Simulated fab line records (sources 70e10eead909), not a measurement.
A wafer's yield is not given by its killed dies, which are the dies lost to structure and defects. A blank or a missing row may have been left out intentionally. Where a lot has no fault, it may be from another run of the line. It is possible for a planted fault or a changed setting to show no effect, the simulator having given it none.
Chamber matching ; flow nandHarc ; 4 sister chambers for NHARC_A_CHANNEL_FILL_D1_ALD_25 on aldHk-03
The step deposits SiOx, target thk 60 nm, pulse time 10 s, ald cycles 600. 4 wafers are shown with their chamber, then 12 later ones without.

EACH WAFER AND ITS CHAMBER
wafer;chamber;heaterPowerW (W)
L089.3;2;674
L091.2;3;491
L091.1;0;497
L091.3;1;409

WAFERS WHOSE CHAMBER IS MISSING
wafer;heaterPowerW (W)
L091.4;676
L091.5;503
L091.6;504
L092.2;500
L092.3;394
L092.4;644
L094.2;640
L094.4;387
L094.5;529
L096.1;390
L096.2;531
L096.3;622

THE CHAMBER EACH PASSED THROUGH
wafer;from the rows above;in truth
L091.4;2;2
L091.5;can't be placed: 0 or 3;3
L091.6;can't be placed: 0 or 3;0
L092.2;can't be placed: 0 or 3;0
L092.3;1;1
L092.4;2;2
L094.2;2;2
L094.4;1;1
L094.5;can't be placed: 0 or 3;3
L096.1;1;1
L096.2;can't be placed: 0 or 3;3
L096.3;2;2
Placed correctly: 7 of 12. From these rows, 5 cannot be placed; in 5 the true chamber is one of the candidates. Number placed wrongly: 0.
How it was worked out, from the rows above alone: a wafer's distance from a chamber is the root of the sum, over the readings, of the square of ((its reading less the chamber's mean) divided by the reading's scatter). If the next closest chamber is less than 2 further off than the closest, the wafer can't be placed; otherwise it belongs to the closest. A chamber's mean is the mean of its shown wafers. The scatter: root of mean squared gap, hidden wafer to nearest shown wafer, with one shown wafer a chamber.
